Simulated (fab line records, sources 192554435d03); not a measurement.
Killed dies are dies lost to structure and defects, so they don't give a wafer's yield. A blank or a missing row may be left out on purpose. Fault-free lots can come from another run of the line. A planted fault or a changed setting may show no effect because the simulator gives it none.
Split-lot trial -- flow n5 finfet -- on a route of 1938 steps: 7 lots, 21 wafers read

SPLIT DETAILS
At N5_BEOL_M8_DESCUM_33 (chemistry O2, time 7 s), the setting time s was moved away from the recipe's 7 s on 8 of the 21 wafers read, by -21.4% to +17.4%. For the rest of the wafers, this setting stayed at what the recipe calls for.

There is no step in the file separating the split from the reading.

THE READING
CAR-EUV_of_BEOL_M8_COAT_22.thk nm (the simulator's own value, which no gauge read), in nm, at N5_BEOL_M8_ETCH_72 (etches underlayer in N2/H2, target depth 6.5 nm, time 5.2 s). The file gives no usual value for it. The 13 wafers here that ran the recipe average 20.4 nm, standard deviation 0.12 nm.

wafer,"tool, chamber at the split","time s as run, s",against the recipe,"CAR-EUV_of_BEOL_M8_COAT_22.thk nm, nm",against lot-mates on the recipe
L074.4,"rie diel-05, 1",7,recipe,20.4,-
L074.5,"rie diel-05, 3",7,recipe,20.6,-
L074.6,"rie diel-05, 2",8.215,+17.4%,20,-0.5
L080.1,"rie diel-04, 1,2",7.733,+10.5%,20,-0.4
L080.3,"rie diel-04, 1,2",7.733,+10.5%,20,-0.4
L080.4,"rie diel-04, 0",7,recipe,20.4,-
L082.1,"rie diel-05, 3,1",7,recipe,20.4,-
L082.5,"rie diel-05, 3,1",7,recipe,20.4,-
L082.4,"rie diel-05, 1",5.504,-21.4%,21,+0.6
L088.1,"rie diel-04, 3,0",7,recipe,20.4,-
L088.3,"rie diel-04, 3,0",7,recipe,20.4,-
L088.5,"rie diel-04, 0",6.228,-11.0%,20.8,+0.4
L090.2,"rie diel-05, 1",7,recipe,20.2,-
L090.5,"rie diel-05, 0,1",6.59,-5.9%,20.4,+0.2
L090.6,"rie diel-05, 0,1",6.59,-5.9%,20.4,+0.2
L096.2,"rie diel-05, 2,1,2",7,recipe,20.4,-
L096.6,"rie diel-05, 2,1,2",7,recipe,20.4,-
L096.5,"rie diel-05, 2,1,2",7,recipe,20.2,-
L095.2,"rie diel-01, 3,2",7,recipe,20.2,-
L095.3,"rie diel-01, 3,2",7,recipe,20.2,-
L095.5,"rie diel-01, 3",7.881,+12.6%,19.8,-0.4
Where a row lists several chambers, the file gives one row for several wafers and doesn't say which wafer went through which chamber.

FIT RESULTS
A straight line over all 21 wafers: CAR-EUV_of_BEOL_M8_COAT_22.thk nm changes by -0.03 nm for each +1% of time s; r = -0.90; the points scatter about the line by 0.12 nm.
The same after taking each lot's own level away (the mean of its wafers on the recipe; 21 wafers): -0.0314 nm for each +1%; r = -0.98; scatter 0.059 nm.
On that fit, the largest move of time s shifts the reading by 0.67 nm.
Measured against the standard deviation above, the lots' own levels, which go from 20.20 to 20.50 nm, span 2.6 times it.
The two slopes agree, so the slope changes little with the lot-to-lot level.
Check: for one of the wafers moved furthest among these (-21.4%), held out of the fit, the line's prediction against its lot-mates is +0.712 nm. Against them it came out at +0.6 nm.

FURTHER SPLITS ON THESE WAFERS
These wafers also went through other splits before the reading. Each is held against what the fit with the lots' levels taken away leaves over:
other split on the same wafers,wafers away from the commonest value,r with CAR-EUV_of_BEOL_M8_COAT_22.thk nm (lot level and that fit taken away)
N5_BEOL_M8_EXPOSE_08 dose mj,7,-0.20

THE WHOLE CHAIN: every reading that the file lists as answering this split, in the file's order
step,what it does,reading,change (the file's fit),r (the file's)
N5_BEOL_M8_DESCUM_33,"chemistry O2, time 7 s","CAR-EUV_of_BEOL_M8_COAT_22.thk nm (the simulator's own value, which no gauge read)",-0.0337 nm for each +1% of the setting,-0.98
N5_BEOL_M8_ETCH_72,"etches underlayer in N2/H2, target depth 6.5 nm, time 5.2 s","CAR-EUV_of_BEOL_M8_COAT_22.thk nm (the simulator's own value, which no gauge read)",-0.0307 nm for each +1% of the setting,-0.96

FILE'S OWN FIT
CAR-EUV_of_BEOL_M8_COAT_22.thk nm changes by -0.0307 nm for each +1% of time s, r = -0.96.
